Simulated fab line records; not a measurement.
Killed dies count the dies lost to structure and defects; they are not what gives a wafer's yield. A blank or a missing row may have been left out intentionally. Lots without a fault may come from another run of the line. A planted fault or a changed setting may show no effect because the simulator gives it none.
Which tool was responsible? :: flow n5Finfet :: 24 lots, 72 wafers sampled, at 5 steps of a route of 1938

## WHAT THE GAUGES READ, wafer by wafer
N5_SD_EPI_N_INSPECT_26: inspects for defects (darkfield). Usual: 212 for rawDefectCount, sd 46.
lot: L074
measured: day 3 05:38
on: defectInspect-02
rawDefectCount: 142 145 169
flag: 

lot: L075
measured: day 3 12:55
on: defectInspect-02
rawDefectCount: 231 237 329
flag: 

lot: L076
measured: day 3 18:13
on: defectInspect-01
rawDefectCount: 235 169 198
flag: 

lot: L077
measured: day 4 01:40
on: defectInspect-02
rawDefectCount: 226 212 175
flag: 

lot: L078
measured: day 4 05:32
on: defectInspect-02
rawDefectCount: 277 251 212
flag: 

lot: L079
measured: day 4 11:19
on: defectInspect-01
rawDefectCount: 150 191 200
flag: 

lot: L080
measured: day 4 16:41
on: defectInspect-01
rawDefectCount: 195 159 168
flag: 

lot: L081
measured: day 5 00:58
on: defectInspect-02
rawDefectCount: 340 192 235
flag: 

lot: L082
measured: day 5 06:43
on: defectInspect-01
rawDefectCount: 259 169 231
flag: 

lot: L083
measured: day 5 13:08
on: defectInspect-02
rawDefectCount: 151 159 168
flag: 

lot: L084
measured: day 5 20:31
on: defectInspect-01
rawDefectCount: 241 202 198
flag: 

lot: L085
measured: day 6 00:42
on: defectInspect-02
rawDefectCount: 251 205 226
flag: 

lot: L086
measured: day 6 08:10
on: defectInspect-02
rawDefectCount: 230 249 286
flag: 

lot: L087
measured: day 6 12:05
on: defectInspect-01
rawDefectCount: 242 155 215
flag: 

lot: L088
measured: day 6 16:44
on: defectInspect-01
rawDefectCount: 205 222 202
flag: 

lot: L089
measured: day 6 22:29
on: defectInspect-01
rawDefectCount: 268 206 155
flag: 

lot: L090
measured: day 7 05:52
on: defectInspect-01
rawDefectCount: 210 168 186
flag: 

lot: L091
measured: day 7 12:07
on: defectInspect-02
rawDefectCount: 222 257 150
flag: 

lot: L092
measured: day 7 19:26
on: defectInspect-02
rawDefectCount: 184 182 185
flag: 

lot: L093
measured: day 8 00:02
on: defectInspect-02
rawDefectCount: 221 251 188
flag: 

lot: L094
measured: day 8 07:30
on: defectInspect-02
rawDefectCount: 252 257 277
flag: 

lot: L095
measured: day 8 12:30
on: defectInspect-02
rawDefectCount: 195 175 211
flag: 

lot: L096
measured: day 8 16:22
on: defectInspect-02
rawDefectCount: 270 261 191
flag: 

lot: L097
measured: day 9 01:43
on: defectInspect-01
rawDefectCount: 187 163 163
flag: 

## TOOL THAT RAN EACH LOT (tool first, then ch and the chambers of the sampled wafers, then the start)
lot: L074
N5_FIN_SAQP_HM_CD_35: cdSem-01, day 2 03:18
N5_FIN_CUT_CUT_ETCH_26: rieDiel-02 ch 0,2,3, day 2 04:29
N5_DUMMY_GATE_ETCH_42: rieDiel-04 ch 1,3, day 2 23:56
N5_SPACER0_ALD_08: aldSin-01 ch 1,2,3, day 3 00:37

lot: L075
N5_FIN_SAQP_HM_CD_35: cdSem-02, day 2 09:18
N5_FIN_CUT_CUT_ETCH_26: rieDiel-02 ch 0,1,3, day 2 10:37
N5_DUMMY_GATE_ETCH_42: rieDiel-02 ch 1,2, day 3 07:08
N5_SPACER0_ALD_08: aldSin-02 ch 0,3, day 3 07:54

lot: L076
N5_FIN_SAQP_HM_CD_35: cdSem-03, day 2 15:43
N5_FIN_CUT_CUT_ETCH_26: rieDiel-04 ch 0,1,3, day 2 16:54
N5_DUMMY_GATE_ETCH_42: rieDiel-06 ch 0,1,2, day 3 11:50
N5_SPACER0_ALD_08: aldSin-03 ch 0,1,3, day 3 12:48

lot: L077
N5_FIN_SAQP_HM_CD_35: cdSem-03, day 2 19:39
N5_FIN_CUT_CUT_ETCH_26: rieDiel-02 ch 0,1,2, day 2 20:52
N5_DUMMY_GATE_ETCH_42: rieDiel-04 ch 1,2, day 3 19:29
N5_SPACER0_ALD_08: aldSin-03 ch 1,2,3, day 3 20:10

lot: L078
N5_FIN_SAQP_HM_CD_35: cdSem-02, day 3 02:08
N5_FIN_CUT_CUT_ETCH_26: rieDiel-06 ch 0,1,2, day 3 03:19
N5_DUMMY_GATE_ETCH_42: rieDiel-04 ch 0,1,2, day 3 22:28
N5_SPACER0_ALD_08: aldSin-03 ch 0,1,2, day 4 01:01

lot: L079
N5_FIN_SAQP_HM_CD_35: cdSem-02, day 3 07:58
N5_FIN_CUT_CUT_ETCH_26: rieDiel-02 ch 0,1,3, day 3 09:10
N5_DUMMY_GATE_ETCH_42: rieDiel-06 ch 0,3, day 4 04:23
N5_SPACER0_ALD_08: aldSin-03 ch 1,2,3, day 4 06:13

lot: L080
N5_FIN_SAQP_HM_CD_35: cdSem-01, day 3 13:53
N5_FIN_CUT_CUT_ETCH_26: rieDiel-06 ch 1,3, day 3 15:05
N5_DUMMY_GATE_ETCH_42: rieDiel-06 ch 0,2, day 4 11:08
N5_SPACER0_ALD_08: aldSin-01 ch 1,3, day 4 12:05

lot: L081
N5_FIN_SAQP_HM_CD_35: cdSem-02, day 3 20:05
N5_FIN_CUT_CUT_ETCH_26: rieDiel-04 ch 0,2, day 3 21:16
N5_DUMMY_GATE_ETCH_42: rieDiel-02 ch 2,3, day 4 16:43
N5_SPACER0_ALD_08: aldSin-01 ch 0,1, day 4 18:59

lot: L082
N5_FIN_SAQP_HM_CD_35: cdSem-03, day 4 03:20
N5_FIN_CUT_CUT_ETCH_26: rieDiel-02 ch 0,2,3, day 4 04:38
N5_DUMMY_GATE_ETCH_42: rieDiel-04 ch 0,1, day 5 00:43
N5_SPACER0_ALD_08: aldSin-02 ch 0,2,3, day 5 01:59

lot: L083
N5_FIN_SAQP_HM_CD_35: cdSem-03, day 4 10:25
N5_FIN_CUT_CUT_ETCH_26: rieDiel-04 ch 1,2, day 4 11:52
N5_DUMMY_GATE_ETCH_42: rieDiel-04 ch 0,3, day 5 07:04
N5_SPACER0_ALD_08: aldSin-03 ch 2,3, day 5 07:44

lot: L084
N5_FIN_SAQP_HM_CD_35: cdSem-01, day 4 14:22
N5_FIN_CUT_CUT_ETCH_26: rieDiel-02 ch 2,3, day 4 15:46
N5_DUMMY_GATE_ETCH_42: rieDiel-06 ch 0,1,3, day 5 14:04
N5_SPACER0_ALD_08: aldSin-02 ch 1,2, day 5 14:45

lot: L085
N5_FIN_SAQP_HM_CD_35: cdSem-03, day 4 21:07
N5_FIN_CUT_CUT_ETCH_26: rieDiel-04 ch 0,1,2, day 4 22:19
N5_DUMMY_GATE_ETCH_42: rieDiel-06 ch 0,2,3, day 5 18:44
N5_SPACER0_ALD_08: aldSin-03 ch 1,2, day 5 19:25

lot: L086
N5_FIN_SAQP_HM_CD_35: cdSem-01, day 5 04:39
N5_FIN_CUT_CUT_ETCH_26: rieDiel-06 ch 0,1,3, day 5 05:58
N5_DUMMY_GATE_ETCH_42: rieDiel-06 ch 1,2,3, day 6 01:38
N5_SPACER0_ALD_08: aldSin-03 ch 0,1,3, day 6 02:30

lot: L087
N5_FIN_SAQP_HM_CD_35: cdSem-02, day 5 09:25
N5_FIN_CUT_CUT_ETCH_26: rieDiel-04 ch 0,3, day 5 10:46
N5_DUMMY_GATE_ETCH_42: rieDiel-04 ch 1,2,3, day 6 06:35
N5_SPACER0_ALD_08: aldSin-01 ch 0,1, day 6 07:25

lot: L088
N5_FIN_SAQP_HM_CD_35: cdSem-01, day 5 13:38
N5_FIN_CUT_CUT_ETCH_26: rieDiel-06 ch 0,1, day 5 14:58
N5_DUMMY_GATE_ETCH_42: rieDiel-02 ch 1,2, day 6 10:37
N5_SPACER0_ALD_08: aldSin-03 ch 0,3, day 6 11:30

lot: L089
N5_FIN_SAQP_HM_CD_35: cdSem-01, day 5 20:15
N5_FIN_CUT_CUT_ETCH_26: rieDiel-04 ch 2,3, day 5 21:38
N5_DUMMY_GATE_ETCH_42: rieDiel-04 ch 0,1, day 6 17:01
N5_SPACER0_ALD_08: aldSin-01 ch 0,1,3, day 6 17:47

lot: L090
N5_FIN_SAQP_HM_CD_35: cdSem-03, day 6 02:35
N5_FIN_CUT_CUT_ETCH_26: rieDiel-04 ch 2,3, day 6 03:53
N5_DUMMY_GATE_ETCH_42: rieDiel-02 ch 1,2, day 6 23:12
N5_SPACER0_ALD_08: aldSin-02 ch 1,2,3, day 6 23:53

lot: L091
N5_FIN_SAQP_HM_CD_35: cdSem-02, day 6 08:56
N5_FIN_CUT_CUT_ETCH_26: rieDiel-02 ch 0,3, day 6 10:23
N5_DUMMY_GATE_ETCH_42: rieDiel-02 ch 0,2,3, day 7 06:03
N5_SPACER0_ALD_08: aldSin-01 ch 1,2, day 7 06:55

lot: L092
N5_FIN_SAQP_HM_CD_35: cdSem-02, day 6 15:29
N5_FIN_CUT_CUT_ETCH_26: rieDiel-02 ch 1,2,3, day 6 17:44
N5_DUMMY_GATE_ETCH_42: rieDiel-04 ch 0,1, day 7 13:22
N5_SPACER0_ALD_08: aldSin-03 ch 0,3, day 7 14:03

lot: L093
N5_FIN_SAQP_HM_CD_35: cdSem-03, day 6 21:44
N5_FIN_CUT_CUT_ETCH_26: rieDiel-02 ch 1,2,3, day 6 23:02
N5_DUMMY_GATE_ETCH_42: rieDiel-06 ch 1,2,3, day 7 18:10
N5_SPACER0_ALD_08: aldSin-02 ch 0,1,3, day 7 18:50

lot: L094
N5_FIN_SAQP_HM_CD_35: cdSem-02, day 7 04:53
N5_FIN_CUT_CUT_ETCH_26: rieDiel-04 ch 0,1,2, day 7 06:11
N5_DUMMY_GATE_ETCH_42: rieDiel-04 ch 0,1, day 8 01:29
N5_SPACER0_ALD_08: aldSin-02 ch 1,2,3, day 8 02:10

lot: L095
N5_FIN_SAQP_HM_CD_35: cdSem-01, day 7 09:00
N5_FIN_CUT_CUT_ETCH_26: rieDiel-06 ch 0,1,3, day 7 10:18
N5_DUMMY_GATE_ETCH_42: rieDiel-02 ch 0,1, day 8 05:40
N5_SPACER0_ALD_08: aldSin-02 ch 0,1,3, day 8 06:22

lot: L096
N5_FIN_SAQP_HM_CD_35: cdSem-03, day 7 13:50
N5_FIN_CUT_CUT_ETCH_26: rieDiel-06 ch 1,2,3, day 7 15:08
N5_DUMMY_GATE_ETCH_42: rieDiel-02 ch 1,3, day 8 10:02
N5_SPACER0_ALD_08: aldSin-03 ch 0,1,2, day 8 11:38

lot: L097
N5_FIN_SAQP_HM_CD_35: cdSem-01, day 7 20:00
N5_FIN_CUT_CUT_ETCH_26: rieDiel-06 ch 0,3, day 7 21:10
N5_DUMMY_GATE_ETCH_42: rieDiel-06 ch 0,2, day 8 18:10
N5_SPACER0_ALD_08: aldSin-02 ch 1,2, day 8 20:59
- N5_FIN_SAQP_HM_CD_35: target cd 8 nm.
- N5_FIN_CUT_CUT_ETCH_26: etches SiNx in CH3F/O2, target depth 39 nm, time 55.7 s.
- N5_DUMMY_GATE_ETCH_42: etches SiO2 in CHF3/O2, target depth 3.5 nm, time 31 s.
- N5_SPACER0_ALD_08: deposits SiNx, target thk 2 nm.

## AS READ BY THE TOOLS THEMSELVES (means over the sampled wafers that have a number; for cases with no such wafer, the mark the record gives instead)
N5_FIN_SAQP_HM_CD_35. Usual: 8.10 nm for cdNm, sd 0.24.
lot: L074
tool: cdSem-01
cdNm (nm): 8.03
flag: 

lot: L075
tool: cdSem-02
cdNm (nm): 8.19
flag: 

lot: L076
tool: cdSem-03
cdNm (nm): 8.06
flag: 

lot: L077
tool: cdSem-03
cdNm (nm): 8.41
flag: 

lot: L078
tool: cdSem-02
cdNm (nm): 8.18
flag: 

lot: L079
tool: cdSem-02
cdNm (nm): 8.24
flag: 

lot: L080
tool: cdSem-01
cdNm (nm): 8.16
flag: 

lot: L081
tool: cdSem-02
cdNm (nm): 8.26
flag: 

lot: L082
tool: cdSem-03
cdNm (nm): 8.12
flag: 

lot: L083
tool: cdSem-03
cdNm (nm): 8.09
flag: 

lot: L084
tool: cdSem-01
cdNm (nm): 8.23
flag: 

lot: L085
tool: cdSem-03
cdNm (nm): 7.92
flag: 

lot: L086
tool: cdSem-01
cdNm (nm): 8.24
flag: 

lot: L087
tool: cdSem-02
cdNm (nm): 7.92
flag: 

lot: L088
tool: cdSem-01
cdNm (nm): 8.27
flag: 

lot: L089
tool: cdSem-01
cdNm (nm): 7.87
flag: 

lot: L090
tool: cdSem-03
cdNm (nm): 8.22
flag: 

lot: L091
tool: cdSem-02
cdNm (nm): 8.28
flag: 

lot: L092
tool: cdSem-02
cdNm (nm): 8.04
flag: 

lot: L093
tool: cdSem-03
cdNm (nm): 7.97
flag: 

lot: L094
tool: cdSem-02
cdNm (nm): 8.28
flag: 

lot: L095
tool: cdSem-01
cdNm (nm): 8.06
flag: 

lot: L096
tool: cdSem-03
cdNm (nm): 8.14
flag: 

lot: L097
tool: cdSem-01
cdNm (nm): 8.05
flag: 

N5_FIN_CUT_CUT_ETCH_26. Usual: CH3F_flow_sccm 30.00 sccm, standard deviation 0.096; drypumpMotorCurrentA 5.7 A, standard deviation 0.39; oesProductAu 0.82 a.u., standard deviation 0.085; rfVppV 296 V, standard deviation 3.8; showerheadPlenumPTorr 2.02 Torr, standard deviation 0.084; throttleValvePct 16.28 %, standard deviation 0.25.
lot: L074
tool: rieDiel-02
CH3F_flow_sccm (sccm): 30.04
drypumpMotorCurrentA (A): 5.8
oesProductAu (a.u.): 0.85
rfVppV (V): 296
showerheadPlenumPTorr (Torr): 2.07
throttleValvePct (%): 16.33
flag: 

lot: L075
tool: rieDiel-02
CH3F_flow_sccm (sccm): 29.99
drypumpMotorCurrentA (A): 5.5
oesProductAu (a.u.): 0.90
rfVppV (V): 297
showerheadPlenumPTorr (Torr): 2.13
throttleValvePct (%): 16.14
flag: 

lot: L076
tool: rieDiel-04
CH3F_flow_sccm (sccm): 29.93
drypumpMotorCurrentA (A): 5.7
oesProductAu (a.u.): 0.72
rfVppV (V): 298
showerheadPlenumPTorr (Torr): 2.00
throttleValvePct (%): 16.51
flag: 

lot: L077
tool: rieDiel-02
CH3F_flow_sccm (sccm): 29.97
drypumpMotorCurrentA (A): 5.7
oesProductAu (a.u.): 0.87
rfVppV (V): 295
showerheadPlenumPTorr (Torr): 2.07
throttleValvePct (%): 16.37
flag: 

lot: L078
tool: rieDiel-06
CH3F_flow_sccm (sccm): 29.99
drypumpMotorCurrentA (A): 5.9
oesProductAu (a.u.): 0.85
rfVppV (V): 296
showerheadPlenumPTorr (Torr): 2.00
throttleValvePct (%): 16.15
flag: 

lot: L079
tool: rieDiel-02
CH3F_flow_sccm (sccm): 29.95
drypumpMotorCurrentA (A): 5.5
oesProductAu (a.u.): 0.88
rfVppV (V): 297
showerheadPlenumPTorr (Torr): 2.13
throttleValvePct (%): 16.14
flag: 

lot: L080
tool: rieDiel-06
CH3F_flow_sccm (sccm): 29.97
drypumpMotorCurrentA (A): 5.8
oesProductAu (a.u.): 0.83
rfVppV (V): 300
showerheadPlenumPTorr (Torr): 2.04
throttleValvePct (%): 16.12
flag: 

lot: L081
tool: rieDiel-04
CH3F_flow_sccm (sccm): 29.94
drypumpMotorCurrentA (A): 5.4
oesProductAu (a.u.): 0.80
rfVppV (V): 295
showerheadPlenumPTorr (Torr): 1.95
throttleValvePct (%): 16.35
flag: 

lot: L082
tool: rieDiel-02
CH3F_flow_sccm (sccm): 29.89
drypumpMotorCurrentA (A): 5.8
oesProductAu (a.u.): 0.84
rfVppV (V): 296
showerheadPlenumPTorr (Torr): 2.06
throttleValvePct (%): 16.35
flag: 

lot: L083
tool: rieDiel-04
CH3F_flow_sccm (sccm): 30.00
drypumpMotorCurrentA (A): 5.4
oesProductAu (a.u.): 0.82
rfVppV (V): 296
showerheadPlenumPTorr (Torr): 1.96
throttleValvePct (%): 16.38
flag: 

lot: L084
tool: rieDiel-02
CH3F_flow_sccm (sccm): 29.95
drypumpMotorCurrentA (A): 6.3
oesProductAu (a.u.): 0.85
rfVppV (V): 294
showerheadPlenumPTorr (Torr): 2.01
throttleValvePct (%): 16.34
flag: 

lot: L085
tool: rieDiel-04
CH3F_flow_sccm (sccm): 29.95
drypumpMotorCurrentA (A): 5.6
oesProductAu (a.u.): 0.75
rfVppV (V): 298
showerheadPlenumPTorr (Torr): 1.97
throttleValvePct (%): 16.39
flag: 

lot: L086
tool: rieDiel-06
CH3F_flow_sccm (sccm): 30.05
drypumpMotorCurrentA (A): 5.8
oesProductAu (a.u.): 0.80
rfVppV (V): 298
showerheadPlenumPTorr (Torr): 1.98
throttleValvePct (%): 16.22
flag: 

lot: L087
tool: rieDiel-04
CH3F_flow_sccm (sccm): 30.04
drypumpMotorCurrentA (A): 5.9
oesProductAu (a.u.): 0.87
rfVppV (V): 294
showerheadPlenumPTorr (Torr): 2.01
throttleValvePct (%): 16.33
flag: 

lot: L088
tool: rieDiel-06
CH3F_flow_sccm (sccm): 29.96
drypumpMotorCurrentA (A): 5.8
oesProductAu (a.u.): 0.79
rfVppV (V): 295
showerheadPlenumPTorr (Torr): 1.93
throttleValvePct (%): 16.28
flag: 

lot: L089
tool: rieDiel-04
CH3F_flow_sccm (sccm): 30.04
drypumpMotorCurrentA (A): 5.8
oesProductAu (a.u.): 0.93
rfVppV (V): 291
showerheadPlenumPTorr (Torr): 2.01
throttleValvePct (%): 16.32
flag: 

lot: L090
tool: rieDiel-04
CH3F_flow_sccm (sccm): 30.02
drypumpMotorCurrentA (A): 5.5
oesProductAu (a.u.): 0.88
rfVppV (V): 293
showerheadPlenumPTorr (Torr): 1.97
throttleValvePct (%): 16.35
flag: 

lot: L091
tool: rieDiel-02
CH3F_flow_sccm (sccm): 30.12
drypumpMotorCurrentA (A): 5.6
oesProductAu (a.u.): 0.83
rfVppV (V): 296
showerheadPlenumPTorr (Torr): 2.12
throttleValvePct (%): 16.16
flag: 

lot: L092
tool: rieDiel-02
CH3F_flow_sccm (sccm): 30.00
drypumpMotorCurrentA (A): 6.0
oesProductAu (a.u.): 0.86
rfVppV (V): 293
showerheadPlenumPTorr (Torr): 2.06
throttleValvePct (%): 16.18
flag: 

lot: L093
tool: rieDiel-02
CH3F_flow_sccm (sccm): 30.02
drypumpMotorCurrentA (A): 6.0
oesProductAu (a.u.): 0.86
rfVppV (V): 294
showerheadPlenumPTorr (Torr): 2.06
throttleValvePct (%): 16.18
flag: 

lot: L094
tool: rieDiel-04
CH3F_flow_sccm (sccm): 30.04
drypumpMotorCurrentA (A): 5.5
oesProductAu (a.u.): 0.83
rfVppV (V): 298
showerheadPlenumPTorr (Torr): 1.96
throttleValvePct (%): 16.27
flag: 

lot: L095
tool: rieDiel-06
CH3F_flow_sccm (sccm): 30.01
drypumpMotorCurrentA (A): 5.8
oesProductAu (a.u.): 0.78
rfVppV (V): 297
showerheadPlenumPTorr (Torr): 1.98
throttleValvePct (%): 16.24
flag: 

lot: L096
tool: rieDiel-06
CH3F_flow_sccm (sccm): 30.01
drypumpMotorCurrentA (A): 5.9
oesProductAu (a.u.): 0.82
rfVppV (V): 298
showerheadPlenumPTorr (Torr): 2.05
throttleValvePct (%): 16.14
flag: 

lot: L097
tool: rieDiel-06
CH3F_flow_sccm (sccm): 30.07
drypumpMotorCurrentA (A): 5.6
oesProductAu (a.u.): 0.73
rfVppV (V): 298
showerheadPlenumPTorr (Torr): 1.96
throttleValvePct (%): 16.39
flag: 

N5_DUMMY_GATE_ETCH_42. Usual: drypumpMotorCurrentA 5.7 A, standard deviation 0.35; oesProductAu 0.82 a.u., standard deviation 0.085; rfVppV 42.4 V, standard deviation 0.97; showerheadPlenumPTorr 2.43 Torr, standard deviation 0.093; throttleValvePct 18.70 %, standard deviation 0.23.
lot: L074
tool: rieDiel-04
drypumpMotorCurrentA (A): 5.7
oesProductAu (a.u.): 0.72
rfVppV (V): 42.0
showerheadPlenumPTorr (Torr): 2.43
throttleValvePct (%): 18.92
flag: 

lot: L075
tool: rieDiel-02
drypumpMotorCurrentA (A): 6.2
oesProductAu (a.u.): 0.89
rfVppV (V): 41.7
showerheadPlenumPTorr (Torr): 2.41
throttleValvePct (%): 18.78
flag: 

lot: L076
tool: rieDiel-06
drypumpMotorCurrentA (A): 5.9
oesProductAu (a.u.): 0.84
rfVppV (V): 42.7
showerheadPlenumPTorr (Torr): 2.41
throttleValvePct (%): 18.59
flag: 

lot: L077
tool: rieDiel-04
drypumpMotorCurrentA (A): 5.5
oesProductAu (a.u.): 0.78
rfVppV (V): 41.9
showerheadPlenumPTorr (Torr): 2.39
throttleValvePct (%): 18.80
flag: 

lot: L078
tool: rieDiel-04
drypumpMotorCurrentA (A): 5.5
oesProductAu (a.u.): 0.76
rfVppV (V): 41.9
showerheadPlenumPTorr (Torr): 2.37
throttleValvePct (%): 18.77
flag: 

lot: L079
tool: rieDiel-06
drypumpMotorCurrentA (A): 5.6
oesProductAu (a.u.): 0.76
rfVppV (V): 42.3
showerheadPlenumPTorr (Torr): 2.37
throttleValvePct (%): 18.75
flag: 

lot: L080
tool: rieDiel-06
drypumpMotorCurrentA (A): 5.7
oesProductAu (a.u.): 0.78
rfVppV (V): 42.3
showerheadPlenumPTorr (Torr): 2.38
throttleValvePct (%): 18.73
flag: 

lot: L081
tool: rieDiel-02
drypumpMotorCurrentA (A): 6.1
oesProductAu (a.u.): 0.86
rfVppV (V): 42.3
showerheadPlenumPTorr (Torr): 2.49
throttleValvePct (%): 18.55
flag: 

lot: L082
tool: rieDiel-04
drypumpMotorCurrentA (A): 5.6
oesProductAu (a.u.): 0.71
rfVppV (V): 41.7
showerheadPlenumPTorr (Torr): 2.39
throttleValvePct (%): 18.78
flag: 

lot: L083
tool: rieDiel-04
drypumpMotorCurrentA (A): 5.8
oesProductAu (a.u.): 0.79
rfVppV (V): 42.3
showerheadPlenumPTorr (Torr): 2.39
throttleValvePct (%): 18.77
flag: 

lot: L084
tool: rieDiel-06
drypumpMotorCurrentA (A): 5.8
oesProductAu (a.u.): 0.80
rfVppV (V): 43.2
showerheadPlenumPTorr (Torr): 2.39
throttleValvePct (%): 18.62
flag: 

lot: L085
tool: rieDiel-06
drypumpMotorCurrentA (A): 5.7
oesProductAu (a.u.): 0.78
rfVppV (V): 42.6
showerheadPlenumPTorr (Torr): 2.45
throttleValvePct (%): 18.68
flag: 

lot: L086
tool: rieDiel-06
drypumpMotorCurrentA (A): 5.9
oesProductAu (a.u.): 0.83
rfVppV (V): 43.0
showerheadPlenumPTorr (Torr): 2.46
throttleValvePct (%): 18.53
flag: 

lot: L087
tool: rieDiel-04
drypumpMotorCurrentA (A): 5.6
oesProductAu (a.u.): 0.84
rfVppV (V): 41.5
showerheadPlenumPTorr (Torr): 2.40
throttleValvePct (%): 18.83
flag: 

lot: L088
tool: rieDiel-02
drypumpMotorCurrentA (A): 5.9
oesProductAu (a.u.): 0.88
rfVppV (V): 42.1
showerheadPlenumPTorr (Torr): 2.48
throttleValvePct (%): 18.63
flag: 

lot: L089
tool: rieDiel-04
drypumpMotorCurrentA (A): 5.6
oesProductAu (a.u.): 0.89
rfVppV (V): 43.1
showerheadPlenumPTorr (Torr): 2.37
throttleValvePct (%): 18.52
flag: 

lot: L090
tool: rieDiel-02
drypumpMotorCurrentA (A): 5.9
oesProductAu (a.u.): 0.88
rfVppV (V): 41.5
showerheadPlenumPTorr (Torr): 2.48
throttleValvePct (%): 18.63
flag: 

lot: L091
tool: rieDiel-02
drypumpMotorCurrentA (A): 5.8
oesProductAu (a.u.): 0.81
rfVppV (V): 42.3
showerheadPlenumPTorr (Torr): 2.47
throttleValvePct (%): 18.83
flag: 

lot: L092
tool: rieDiel-04
drypumpMotorCurrentA (A): 5.6
oesProductAu (a.u.): 0.79
rfVppV (V): 42.7
showerheadPlenumPTorr (Torr): 2.38
throttleValvePct (%): 18.69
flag: 

lot: L093
tool: rieDiel-06
drypumpMotorCurrentA (A): 5.9
oesProductAu (a.u.): 0.82
rfVppV (V): 43.4
showerheadPlenumPTorr (Torr): 2.46
throttleValvePct (%): 18.56
flag: 

lot: L094
tool: rieDiel-04
drypumpMotorCurrentA (A): 5.6
oesProductAu (a.u.): 0.85
rfVppV (V): 42.4
showerheadPlenumPTorr (Torr): 2.36
throttleValvePct (%): 18.54
flag: 

lot: L095
tool: rieDiel-02
drypumpMotorCurrentA (A): 5.3
oesProductAu (a.u.): 0.80
rfVppV (V): 42.9
showerheadPlenumPTorr (Torr): 2.54
throttleValvePct (%): 18.90
flag: 

lot: L096
tool: rieDiel-02
drypumpMotorCurrentA (A): 5.8
oesProductAu (a.u.): 0.85
rfVppV (V): 42.2
showerheadPlenumPTorr (Torr): 2.56
throttleValvePct (%): 18.40
flag: 

lot: L097
tool: rieDiel-06
drypumpMotorCurrentA (A): 5.7
oesProductAu (a.u.): 0.75
rfVppV (V): 42.0
showerheadPlenumPTorr (Torr): 2.37
throttleValvePct (%): 18.79
flag: 

N5_SPACER0_ALD_08. Usual: 863 W for heaterPowerW, sd 91.
lot: L074
tool: aldSin-01
heaterPowerW (W): 806
flag: 

lot: L075
tool: aldSin-02
heaterPowerW (W): 961
flag: 

lot: L076
tool: aldSin-03
heaterPowerW (W): 794
flag: 

lot: L077
tool: aldSin-03
heaterPowerW (W): 822
flag: 

lot: L078
tool: aldSin-03
heaterPowerW (W): 876
flag: 

lot: L079
tool: aldSin-03
heaterPowerW (W): 817
flag: 

lot: L080
tool: aldSin-01
heaterPowerW (W): 873
flag: 

lot: L081
tool: aldSin-01
heaterPowerW (W): 855
flag: 

lot: L082
tool: aldSin-02
heaterPowerW (W): 981
flag: 

lot: L083
tool: aldSin-03
heaterPowerW (W): 806
flag: 

lot: L084
tool: aldSin-02
heaterPowerW (W): 858
flag: 

lot: L085
tool: aldSin-03
heaterPowerW (W): 813
flag: 

lot: L086
tool: aldSin-03
heaterPowerW (W): 799
flag: 

lot: L087
tool: aldSin-01
heaterPowerW (W): 834
flag: 

lot: L088
tool: aldSin-03
heaterPowerW (W): 808
flag: 

lot: L089
tool: aldSin-01
heaterPowerW (W): 853
flag: 

lot: L090
tool: aldSin-02
heaterPowerW (W): 960
flag: 

lot: L091
tool: aldSin-01
heaterPowerW (W): 767
flag: 

lot: L092
tool: aldSin-03
heaterPowerW (W): 862
flag: 

lot: L093
tool: aldSin-02
heaterPowerW (W): 930
flag: 

lot: L094
tool: aldSin-02
heaterPowerW (W): 953
flag: 

lot: L095
tool: aldSin-02
heaterPowerW (W): 929
flag: 

lot: L096
tool: aldSin-03
heaterPowerW (W): 872
flag: 

lot: L097
tool: aldSin-02
heaterPowerW (W): 859
flag: 

## THE ANSWER, worked out from the rows above alone
Rule: a lot counts as off when the mean over its wafers that have a number is more than 3 standard deviations away from the usual mean. A lot without any number at a reading at which 4 lots or more have one is off too. All remaining lots with rows at the step are treated as sound. First the gauges in route order, then the tools' own readings, where a lot's mean is used as printed above. At the first step where some lot is off, the reading lying furthest off is the one used; lots without a number count as furthest.
Across all readings shown, no lot is off: no conclusion can be drawn from this.

## WHAT THE SIMULATOR HAD PUT IN
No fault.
